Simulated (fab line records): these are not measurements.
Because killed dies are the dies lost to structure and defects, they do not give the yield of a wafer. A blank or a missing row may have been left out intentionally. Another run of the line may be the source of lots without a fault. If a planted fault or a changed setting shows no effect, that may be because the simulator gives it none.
Which of the tools did it? + flow n5Finfet + 9 lots with 27 wafers sampled at 6 steps, on a route of 1938 steps

== WHAT EACH GAUGE READ, for each wafer ==
N5_BEOL_M0_CUTY_CD_MEAS_57 targets a cd of 200 nm.
| lot  | measured     | on       | cdNm (nm)         |
|------|--------------|----------|-------------------|
| L440 | day 6 16:17  | cdSem-01 | 199.7 200.6 199.7 |
| L441 | day 6 17:03  | cdSem-01 | 201.4 200.7 202.1 |
| L447 | day 7 11:08  | cdSem-02 | 198.1 199.3 197.8 |
| L448 | day 7 23:31  | cdSem-01 | 200.5 199.6 201.6 |
| L449 | day 8 00:10  | cdSem-01 | 199.3 200.7 199.2 |
| L456 | day 9 18:58  | cdSem-03 | 156.1 200.9 201.0 |
| L458 | day 10 05:26 | cdSem-01 | 201.6 200.8 155.4 |
| L460 | day 10 19:57 | cdSem-01 | 198.2 200.5 201.1 |
| L463 | day 11 19:19 | cdSem-02 | 198.7 199.5 198.9 |

N5_BEOL_M4_RC_MEAS_101.
| lot  | measured     | on        | DIBL_N (mV/V)  | DIBL_P (mV/V)  | IOFF_N (nA/um) | IOFF_P (nA/um) | ION_N (uA/um) | ION_P (uA/um) | SS_N (mV/dec)  | SS_P (mV/dec)  | VT_N (mV)   | VT_P (mV)            |
|------|--------------|-----------|----------------|----------------|----------------|----------------|---------------|---------------|----------------|----------------|-------------|----------------------|
| L440 | day 8 14:59  | prober-02 | 31.8 33.0 34.4 | 34.0 34.7 37.4 | 0.12 0.13 0.16 | 0.17 0.17 0.20 | 671 659 675   | 462 450 461   | 71.2 70.6 70.9 | 72.4 72.4 73.5 | 252 254 250 | -250.3 -253.8 -249.8 |
| L441 | day 8 23:19  | prober-02 | 37.5 39.7 38.2 | 37.7 40.1 38.4 | 0.16 0.20 0.17 | 0.22 0.25 0.23 | 672 676 673   | 459 464 461   | 71.8 72.6 72.1 | 74.5 74.9 74.8 | 248 248 250 | -247.8 -246.5 -249.2 |
| L447 | day 10 07:19 | prober-01 | 36.5 38.1 37.2 | 35.9 39.1 37.3 | 0.14 0.18 0.16 | 0.19 0.24 0.21 | 661 683 671   | 453 469 459   | 72.5 72.6 72.4 | 72.6 73.7 73.2 | 251 249 249 | -252.4 -247.1 -249.2 |
| L448 | day 10 11:02 | prober-01 | 36.7 34.2 36.2 | 35.7 33.3 34.4 | 0.15 0.12 0.14 | 0.18 0.16 0.17 | 670 660 665   | 459 451 450   | 70.9 70.6 70.7 | 73.6 72.8 73.2 | 249 252 250 | -253.0 -255.4 -252.7 |
| L449 | day 10 13:35 | prober-02 | 37.6 36.0 33.6 | 38.5 36.5 33.9 | 0.18 0.15 0.11 | 0.23 0.19 0.16 | 675 680 664   | 461 461 451   | 72.6 71.7 70.6 | 74.5 73.3 72.6 | 248 249 255 | -248.7 -250.3 -253.8 |
| L456 | day 11 22:51 | prober-02 | 37.3 39.1      | 34.9 38.0      | 0.14 0.19      | 0.19 0.25      | 645 681       | 444 464       | 71.8 71.4      | 72.9 73.8      | 253 249     | -251.0 -246.2        |
| L458 | day 12 10:17 | prober-02 | 35.3 35.1      | 33.9 33.6      | 0.13 0.13      | 0.20 0.19      | 667 671       | 463 464       | 70.7 70.4      | 72.7 72.4      | 253 252     | -247.5 -250.6        |
| L460 | day 13 10:04 | prober-02 | 36.7 38.1 38.2 | 36.8 38.8 38.9 | 0.15 0.17 0.17 | 0.20 0.22 0.23 | 670 671 678   | 454 458 458   | 71.4 71.5 72.2 | 73.5 73.9 73.0 | 253 248 249 | -255.1 -251.8 -251.8 |
| L463 | day 14 20:04 | prober-01 | 38.1 39.1 38.8 | 40.2 40.6 41.3 | 0.19 0.22 0.21 | 0.21 0.23 0.23 | 671 682 675   | 457 457 456   | 71.6 72.8 72.4 | 75.2 74.2 74.7 | 249 246 248 | -250.8 -251.5 -248.9 |

== WHICH TOOL RAN EACH LOT (tool, then ch and the chambers of the sampled wafers, then the start) ==
| lot  | N5_BEOL_M0_SAQP_ETCH_106          | N5_BEOL_M0_SAQP_ETCH_49           | N5_BEOL_M0_CUTY_EXPOSE_54         | N5_BEOL_M0_SPUTTER_116      |
|------|-----------------------------------|-----------------------------------|-----------------------------------|-----------------------------|
| L440 | rieDiel-04 ch 2,3, day 6 12:08    | rieDiel-03 ch 0,1,2, day 6 15:55  | arfiScanner-03 ch 0, day 6 16:10  | pvdSputter-02, day 6 17:55  |
| L441 | rieDiel-03 ch 1,2, day 6 12:59    | rieDiel-02 ch 1,2,3, day 6 16:34  | arfiScanner-03 ch 0, day 6 16:56  | pvdSputter-01, day 6 18:53  |
| L447 | rieDiel-04 ch 0,1,2, day 7 06:54  | rieDiel-03 ch 0,2,3, day 7 10:38  | arfiScanner-01 ch 0, day 7 11:01  | pvdSputter-03, day 7 22:19  |
| L448 | rieDiel-04 ch 2,3, day 7 20:34    | rieDiel-02 ch 0,1,3, day 7 23:08  | arfiScanner-01 ch 0, day 7 23:23  | pvdSputter-03, day 8 03:57  |
| L449 | rieDiel-03 ch 0,2, day 7 20:47    | rieDiel-04 ch 1,2,3, day 7 23:40  | arfiScanner-02 ch 0, day 8 00:02  | pvdSputter-01, day 8 04:16  |
| L456 | rieDiel-03 ch 0,1,3, day 9 16:11  | rieDiel-02 ch 0,2,3, day 9 18:28  | arfiScanner-01 ch 0, day 9 18:50  | pvdSputter-01, day 9 23:47  |
| L458 | rieDiel-03 ch 1,2,3, day 10 02:22 | rieDiel-03 ch 0,2, day 10 04:56   | arfiScanner-01 ch 0, day 10 05:19 | pvdSputter-03, day 10 09:09 |
| L460 | rieDiel-02 ch 0,1,3, day 10 15:58 | rieDiel-04 ch 0,2,3, day 10 19:28 | arfiScanner-02 ch 0, day 10 19:50 | pvdSputter-02, day 11 02:39 |
| L463 | rieDiel-02 ch 0,2,3, day 11 16:22 | rieDiel-04 ch 0,1, day 11 18:49   | arfiScanner-02 ch 0, day 11 19:11 | pvdSputter-01, day 12 00:27 |
- N5_BEOL_M0_SAQP_ETCH_106: etches SOC in N2/H2, stops on SiNx, target depth 150 nm.
- N5_BEOL_M0_SAQP_ETCH_49: etches SiO2 in CF4/O2, target depth 37 nm.
- N5_BEOL_M0_CUTY_EXPOSE_54: exposes mask M0 ABLK.
- N5_BEOL_M0_SPUTTER_116: material Cu, target thk 4 nm, time 7.37 s.

== WHAT THE TOOLS THEMSELVES READ (means of the sampled wafers that have a number; where no wafer has one, the mark that the record gives instead) ==
N5_BEOL_M0_SAQP_ETCH_106.
| lot  | tool       | biasW (W) | drypumpMotorCurrentA (A) | oesProductAu (a.u.) | rfVppV (V) | showerheadPlenumPTorr (Torr) | throttleValvePct (%) |
|------|------------|-----------|--------------------------|---------------------|------------|------------------------------|----------------------|
| L440 | rieDiel-04 | 60.75     | 5.9                      | 0.74                | 239.9      | 2.53                         | 17.64                |
| L441 | rieDiel-03 | 61.04     | 6.1                      | 0.72                | 241.4      | 2.59                         | 17.67                |
| L447 | rieDiel-04 | 60.96     | 5.5                      | 0.78                | 239.8      | 2.46                         | 17.62                |
| L448 | rieDiel-04 | 61.24     | 5.6                      | 0.74                | 241.6      | 2.53                         | 17.58                |
| L449 | rieDiel-03 | 61.00     | 5.4                      | 0.72                | 240.9      | 2.50                         | 18.02                |
| L456 | rieDiel-03 | 60.94     | 5.7                      | 0.71                | 240.3      | 2.56                         | 17.80                |
| L458 | rieDiel-03 | 61.08     | 5.9                      | 0.72                | 241.8      | 2.56                         | 17.77                |
| L460 | rieDiel-02 | 60.98     | 6.3                      | 0.73                | 240.9      | 2.57                         | 17.97                |
| L463 | rieDiel-02 | 61.10     | 5.6                      | 0.79                | 241.0      | 2.56                         | 17.80                |

N5_BEOL_M0_SAQP_ETCH_49.
| lot  | tool       | biasW (W) | drypumpMotorCurrentA (A) | oes_o_777_au (a.u.) | oesProductAu (a.u.) | rfVppV (V) | showerheadPlenumPTorr (Torr) | throttleValvePct (%) |
|------|------------|-----------|--------------------------|---------------------|---------------------|------------|------------------------------|----------------------|
| L440 | rieDiel-03 | 48.98     | 5.7                      | 0.73                | 0.72                | 244        | 2.22                         | 16.0                 |
| L441 | rieDiel-02 | 48.93     | 6.0                      | 0.76                | 0.77                | 244        | 2.24                         | 15.9                 |
| L447 | rieDiel-03 | 49.04     | 5.5                      | 0.75                | 0.74                | 243        | 2.20                         | 16.0                 |
| L448 | rieDiel-02 | 49.24     | 6.3                      | 0.76                | 0.77                | 241        | 2.24                         | 16.0                 |
| L449 | rieDiel-04 | 48.89     | 5.6                      | 0.77                | 0.78                | 244        | 2.17                         | 15.6                 |
| L456 | rieDiel-02 | 49.02     | 5.6                      | 0.82                | 0.83                | 239        | 2.24                         | 15.9                 |
| L458 | rieDiel-03 | 48.99     | 5.3                      | 0.72                | 0.69                | 242        | 2.19                         | 16.2                 |
| L460 | rieDiel-04 | 49.02     | 5.8                      | 0.73                | 0.73                | 237        | 2.14                         | 15.7                 |
| L463 | rieDiel-04 | 49.04     | 5.5                      | 0.78                | 0.79                | 242        | 2.10                         | 15.6                 |

N5_BEOL_M0_CUTY_EXPOSE_54.
| lot  | tool           | reticleTempC (C) |
|------|----------------|------------------|
| L440 | arfiScanner-03 | 22.97            |
| L441 | arfiScanner-03 | 22.94            |
| L447 | arfiScanner-01 | 22.87            |
| L448 | arfiScanner-01 | 23.02            |
| L449 | arfiScanner-02 | 22.96            |
| L456 | arfiScanner-01 | 23.01            |
| L458 | arfiScanner-01 | 23.00            |
| L460 | arfiScanner-02 | 22.98            |
| L463 | arfiScanner-02 | 23.06            |

N5_BEOL_M0_SPUTTER_116.
| lot  | tool          | throttleValvePct (%) |
|------|---------------|----------------------|
| L440 | pvdSputter-02 | 30.5                 |
| L441 | pvdSputter-01 | 29.8                 |
| L447 | pvdSputter-03 | 30.3                 |
| L448 | pvdSputter-03 | 30.3                 |
| L449 | pvdSputter-01 | 29.9                 |
| L456 | pvdSputter-01 | 29.1                 |
| L458 | pvdSputter-03 | 30.9                 |
| L460 | pvdSputter-02 | 29.8                 |
| L463 | pvdSputter-01 | 29.4                 |

== THE ANSWER, worked out from the rows above alone ==
Rule: the lots themselves supply what counts as usual. The widest of any qualifying gaps counts: lots, ordered by their means at a reading, are off when they make up no more than a third of the lots, leave a main group of 4 or more, and stand apart from it by 3 or more times the standard deviation of that group's means. If all means in a main group match to the digits the tables above print for the reading, that group is not used. Also off: a lot with no number at a reading for which 4 or more lots have one. Any other lot the step has rows for is counted as sound. After the gauges, taken in route order, come the tools' own readings; for these a lot's mean is taken, as printed above. The first step at which some lot is off is used, and at that step the reading that is off furthest; a lot without a number counts as furthest.
Off, at N5_BEOL_M0_CUTY_CD_MEAS_57 on cdNm: L456, L458. The main group: mean 199.9 nm, standard deviation 0.9.
A tool fits if, at a process step before that reading, it ran every lot that is off, and no sound lot after the first of them. Those tools and the gauges at N5_BEOL_M0_CUTY_CD_MEAS_57 are tried in the same way. Can't be told from this: 2 tools fit, rieDiel-03 at N5_BEOL_M0_SAQP_ETCH_106, arfiScanner-01 at N5_BEOL_M0_CUTY_EXPOSE_54.

== WHAT HAD BEEN PUT IN BY THE SIMULATOR ==
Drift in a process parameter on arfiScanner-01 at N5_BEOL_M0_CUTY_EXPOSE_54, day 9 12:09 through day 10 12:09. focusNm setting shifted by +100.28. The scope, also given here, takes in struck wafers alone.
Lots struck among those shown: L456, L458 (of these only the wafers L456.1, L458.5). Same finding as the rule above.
